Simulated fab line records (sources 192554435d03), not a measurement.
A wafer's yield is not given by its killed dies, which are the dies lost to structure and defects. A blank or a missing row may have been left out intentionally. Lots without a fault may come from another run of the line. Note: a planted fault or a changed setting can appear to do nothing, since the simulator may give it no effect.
The tool behind it: which one?	flow n5Finfet	10 lots, 26 wafers sampled, at 5 steps of a route of 1938

WHAT THE GAUGES SHOWED, per wafer
N5_SDB_INSPECT_36: inspects for defects (darkfield). Usual: rawDefectCount at 36, with a standard deviation of 14.
lot	measured	on	rawDefectCount	flag
L983	day 3 21:19	defectInspect-01	31 20 31	
L986	day 4 17:26	defectInspect-02	88 82 46	
L990	day 5 17:29	defectInspect-02	22 27 36	
L993	day 6 13:21	defectInspect-02	32 34	
L994	day 6 16:35	defectInspect-02	31 35	
L995	day 8 05:14	defectInspect-02	38 39	
L997	day 8 05:28	defectInspect-01	37 28 17	
L999	day 8 08:16	defectInspect-01	24 15 26	
L102	day 9 10:59	defectInspect-02	41 35	
L104	day 9 19:25	defectInspect-02	31 37 33	

N5_BEOL_M4_RC_MEAS_101. Usual: DIBL_N 37.2 mV/V, standard deviation 2.1; DIBL_P 37.3 mV/V, standard deviation 2.3; IOFF_N 0.18 nA/um, standard deviation 0.041; IOFF_P 0.24 nA/um, standard deviation 0.042; ION_N 680 uA/um, standard deviation 13; ION_P 466 uA/um, standard deviation 7.7; SS_N 71.8 mV/dec, standard deviation 0.68; SS_P 73.5 mV/dec, standard deviation 0.66; VT_N 249 mV, standard deviation 3.6; VT_P -248 mV, standard deviation 3.4.
lot	measured	on	DIBL_N (mV/V)	DIBL_P (mV/V)	IOFF_N (nA/um)	IOFF_P (nA/um)	ION_N (uA/um)	ION_P (uA/um)	SS_N (mV/dec)	SS_P (mV/dec)	VT_N (mV)	VT_P (mV)	flag
L983	day 8 08:06	prober-02	36.9 36.9 37.2	36.3 36.9 37.8	0.16 0.16 0.18	0.22 0.22 0.23	673 670 678	467 467 466	71.0 71.6 71.7	72.9 73.0 73.3	248 247 249	-250 -248 -248	
L986	day 9 01:14	prober-01	39.2 38.1 39.9	39.5 37.7 41.7	0.23 0.19 0.27	0.27 0.23 0.32	705 689 712	473 468 482	71.8 72.9 72.1	74.0 73.8 74.1	243 248 242	-247 -252 -243	
L990	day 9 18:40	prober-01	35.8 37.4 35.7	37.3 38.3 36.9	0.16 0.17 0.15	0.21 0.22 0.19	681 670 680	466 460 468	70.9 71.6 71.0	72.9 73.8 73.2	252 250 251	-251 -252 -253	
L993	day 10 16:48	prober-02	39.4 35.5	39.8 35.8	0.23 0.15	0.32 0.24	684 671	472 467	72.2 71.3	74.5 73.0	244 251	-243 -245	
L994	day 10 13:41	prober-01	39.1 40.1	36.8 38.6	0.18 0.23	0.23 0.26	675 709	457 480	72.0 72.5	74.4 74.3	249 243	-248 -243	
L995	day 11 22:25	prober-01	39.1 40.7	38.6 41.2	0.19 0.24	0.25 0.31	677 700	464 470	72.6 72.9	73.8 74.8	249 244	-251 -248	
L997	day 12 04:55	prober-01	37.5 39.4 38.5	36.8 39.0 37.9	0.17 0.21 0.18	0.22 0.24 0.23	677 681 678	468 469 466	71.5 72.1 72.5	73.2 74.9 73.8	249 248 247	-246 -247 -247	
L999	day 12 07:14	prober-02	34.8 36.9 35.8	34.9 38.3 37.3	0.13 0.16 0.15	0.19 0.25 0.23	678 687 685	467 475 470	71.0 71.2 71.2	72.9 73.7 72.9	255 251 252	-248 -245 -249	
L102	day 13 20:22	prober-01	37.3 39.4	36.5 38.5	0.15 0.18	0.20 0.23	673 673	461 456	71.4 72.3	73.8 74.2	254 254	-255 -252	
L104	day 14 21:18	prober-02	35.5 36.6 38.1	36.1 37.3 39.4	0.15 0.17 0.23	0.19 0.22 0.26	678 667 704	459 457 473	71.7 71.9 72.0	73.9 74.1 74.4	251 248 242	-252 -249 -248	

EACH LOT AND THE TOOL THAT RAN IT (in order: tool; ch and the chambers of the sampled wafers; start)
lot	N5_SDB_ETCH_17	N5_SDB_ETCH_18	N5_DUMMY_REMOVAL_PRECLEAN_08
L983	rieDiel-05 ch 0,2, day 3 17:20	rieDiel-05 ch 0,2, day 3 17:23	remotePlasma-01 ch 0, day 3 21:46
L986	rieDiel-06 ch 1,2, day 4 13:17	rieDiel-06 ch 1,2, day 4 13:19	remotePlasma-02 ch 1, day 4 17:43
L990	rieDiel-04 ch 0,3, day 5 13:22	rieDiel-04 ch 0,3, day 5 13:24	remotePlasma-02 ch 1, day 5 17:47
L993	rieDiel-05 ch 1,3, day 6 09:09	rieDiel-05 ch 1,3, day 6 09:11	remotePlasma-02 ch 0, day 6 13:42
L994	rieDiel-04 ch 1,3, day 6 12:40	rieDiel-04 ch 1,3, day 6 12:43	remotePlasma-02 ch 1, day 6 16:59
L995	rieDiel-06 ch 0,1, day 7 22:28	rieDiel-06 ch 0,1, day 7 22:31	remotePlasma-02 ch 0, day 8 05:36
L997	rieDiel-05 ch 0,2,3, day 8 00:48	rieDiel-05 ch 0,2,3, day 8 00:50	remotePlasma-01 ch 1, day 8 05:44
L999	rieDiel-06 ch 1,3, day 8 03:28	rieDiel-06 ch 1,3, day 8 03:29	remotePlasma-01 ch 0, day 8 08:35
L102	rieDiel-06 ch 0,2, day 9 07:10	rieDiel-06 ch 0,2, day 9 07:13	remotePlasma-01 ch 0, day 9 11:30
L104	rieDiel-06 ch 0,2,3, day 9 14:15	rieDiel-06 ch 0,2,3, day 9 14:17	remotePlasma-01 ch 0, day 9 19:43
- N5_SDB_ETCH_17: etches SiARC in CF4, target depth 23.4 nm, time 39 s.
- N5_SDB_ETCH_18: etches SOC in N2/H2, target depth 100 nm, overetch 20 nm, time 150 s.
- N5_DUMMY_REMOVAL_PRECLEAN_08: cleans in NF3:NH3, afs cycles 2, time 20 s, sublimation time 60 s.

AS READ BY THE TOOLS THEMSELVES (means over the sampled wafers that have a number; for cases with no such wafer, the mark the record gives instead)
N5_SDB_ETCH_17. Usual: cf4FlowSccm 100.0 sccm, standard deviation 0.34; chamberPressureMTorr 40.00 mTorr, standard deviation 0.038; drypumpMotorCurrentA 5.6 A, standard deviation 0.48; etchRfOnTimeS 38.7 s, standard deviation 0.89; oesProductAu 0.67 a.u., standard deviation 0.07; rfVppV 184.3 V, standard deviation 1.3; showerheadPlenumPTorr 2.17 Torr, standard deviation 0.076; throttleValvePct 15.62 %, standard deviation 0.22.
lot	tool	cf4FlowSccm (sccm)	chamberPressureMTorr (mTorr)	drypumpMotorCurrentA (A)	etchRfOnTimeS (s)	oesProductAu (a.u.)	rfVppV (V)	showerheadPlenumPTorr (Torr)	throttleValvePct (%)	flag
L983	rieDiel-05	100.0	39.99	5.6	39.5	0.61	183.0	2.04	15.61	
L986	rieDiel-06	99.8	40.02	5.3	39.7	0.63	184.0	2.11	15.44	
L990	rieDiel-04	99.8	40.01	5.4	38.0	0.70	183.4	2.10	15.63	
L993	rieDiel-05	100.0	39.99	5.3	39.0	0.60	184.1	2.20	15.96	
L994	rieDiel-04	100.0	40.00	5.8	38.0	0.66	184.1	2.15	15.58	
L995	rieDiel-06	100.2	40.01	5.8	38.8	0.73	184.4	2.18	15.65	
L997	rieDiel-05	100.1	40.03	5.7	38.6	0.68	185.8	2.17	15.59	
L999	rieDiel-06	99.9	39.98	5.9	38.8	0.67	184.3	2.18	15.67	
L102	rieDiel-06	99.8	40.00	5.3	39.1	0.67	184.2	2.19	15.54	
L104	rieDiel-06	100.2	40.06	5.6	38.8	0.68	184.2	2.21	15.60	

N5_SDB_ETCH_18. Usual: chamberPressureMTorr 30.003 mTorr, standard deviation 0.028; drypumpMotorCurrentA 5.6 A, standard deviation 0.48; oesProductAu 0.70 a.u., standard deviation 0.068; rfVppV 524.7 V, standard deviation 2.7; showerheadPlenumPTorr 2.57 Torr, standard deviation 0.095; throttleValvePct 17.79 %, standard deviation 0.21.
lot	tool	chamberPressureMTorr (mTorr)	drypumpMotorCurrentA (A)	oesProductAu (a.u.)	rfVppV (V)	showerheadPlenumPTorr (Torr)	throttleValvePct (%)	flag
L983	rieDiel-05	29.997	5.6	0.64	520.5	2.40	17.62	
L986	rieDiel-06	30.031	5.2	0.66	522.3	2.50	17.61	
L990	rieDiel-04	30.016	5.5	0.73	522.0	2.48	17.73	
L993	rieDiel-05	30.002	5.3	0.64	526.0	2.60	18.02	
L994	rieDiel-04	30.005	5.9	0.68	522.5	2.54	17.73	
L995	rieDiel-06	29.995	5.8	0.75	524.2	2.58	17.89	
L997	rieDiel-05	29.974	5.8	0.71	525.7	2.58	17.64	
L999	rieDiel-06	30.007	5.9	0.70	524.8	2.60	17.87	
L102	rieDiel-06	30.038	5.3	0.72	524.2	2.60	17.76	
L104	rieDiel-06	30.025	5.6	0.69	525.3	2.63	17.81	

THE ANSWER, worked out from the rows above alone
Rule: a lot is off if the mean of its wafers that have a number lies more than 3 standard deviations from the usual mean. Also off: a lot with no number at a reading for which 4 or more lots have one. All remaining lots with rows at the step are treated as sound. Order of review: gauges by route order, followed by the tools' own readings, for which a lot's mean as printed above is used. At the first step where some lot is off, the reading lying furthest off is the one used; lots without a number count as furthest.
Nothing can be told from this: no lot is off at any reading shown.

WHAT HAD BEEN PUT IN BY THE SIMULATOR
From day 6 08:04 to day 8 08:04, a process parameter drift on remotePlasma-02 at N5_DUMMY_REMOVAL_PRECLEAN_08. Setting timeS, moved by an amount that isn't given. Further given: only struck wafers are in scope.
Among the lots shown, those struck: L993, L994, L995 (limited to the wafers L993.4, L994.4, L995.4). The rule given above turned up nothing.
